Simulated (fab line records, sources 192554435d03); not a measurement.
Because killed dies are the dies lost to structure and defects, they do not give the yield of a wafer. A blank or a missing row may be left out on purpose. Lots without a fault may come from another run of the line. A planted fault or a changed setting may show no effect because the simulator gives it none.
Which tool was responsible? :: flow n5-finfet :: 36 wafers sampled from 12 lots at 1 step of a route of 1938

## WHAT THE GAUGES READ, wafer by wafer
N5_PMOS_HMC_CHANNEL_EPI_THK_MEAS_22.
lot: L075
measured: day 2 01:58
on: film-metro-02
HMC_CMP_THK (nm): 53.3 54.8 53.4

lot: L077
measured: day 2 13:24
on: film-metro-01
HMC_CMP_THK (nm): 54.6 55.3 54.6

lot: L079
measured: day 3 01:49
on: film-metro-02
HMC_CMP_THK (nm): 53.7 54.1 53.9

lot: L081
measured: day 3 13:55
on: film-metro-02
HMC_CMP_THK (nm): 54.8 54.2 54.0

lot: L083
measured: day 4 02:13
on: film-metro-02
HMC_CMP_THK (nm): 55.3 53.8 54.1

lot: L085
measured: day 4 13:37
on: film-metro-02
HMC_CMP_THK (nm): 54.5 54.2 55.0

lot: L087
measured: day 5 01:36
on: film-metro-02
HMC_CMP_THK (nm): 53.9 54.4 53.4

lot: L089
measured: day 5 13:38
on: film-metro-01
HMC_CMP_THK (nm): 55.0 53.7 54.4

lot: L091
measured: day 6 02:52
on: film-metro-01
HMC_CMP_THK (nm): 54.5 54.9 54.4

lot: L093
measured: day 6 16:49
on: film-metro-02
HMC_CMP_THK (nm): 54.7 54.4 54.2

lot: L095
measured: day 7 02:16
on: film-metro-01
HMC_CMP_THK (nm): 55.5 54.8 54.3

lot: L097
measured: day 7 14:01
on: film-metro-02
HMC_CMP_THK (nm): 54.3 53.7 55.3

## TOOL THAT RAN EACH LOT (tool first, then ch and the chambers of the sampled wafers, then the start)
The record holds no process step before these readings.

## THE ANSWER, worked out from the rows above alone
Rule: usual is defined by the lots themselves. The widest of any qualifying gaps counts: lots, ordered by their means at a reading, are off when they make up no more than a third of the lots, leave a main group of 4 or more, and stand apart from it by 3 or more times the standard deviation of that group's means. Not used: any main group whose means are identical at the precision the tables above print for the reading. Also off: a lot with no number at a reading for which 4 or more lots have one. Where the step has rows for the other lots, those lots are counted as sound.
None of the lots is off at any reading shown; this tells nothing.

## WHAT WAS PUT IN BY THE SIMULATOR
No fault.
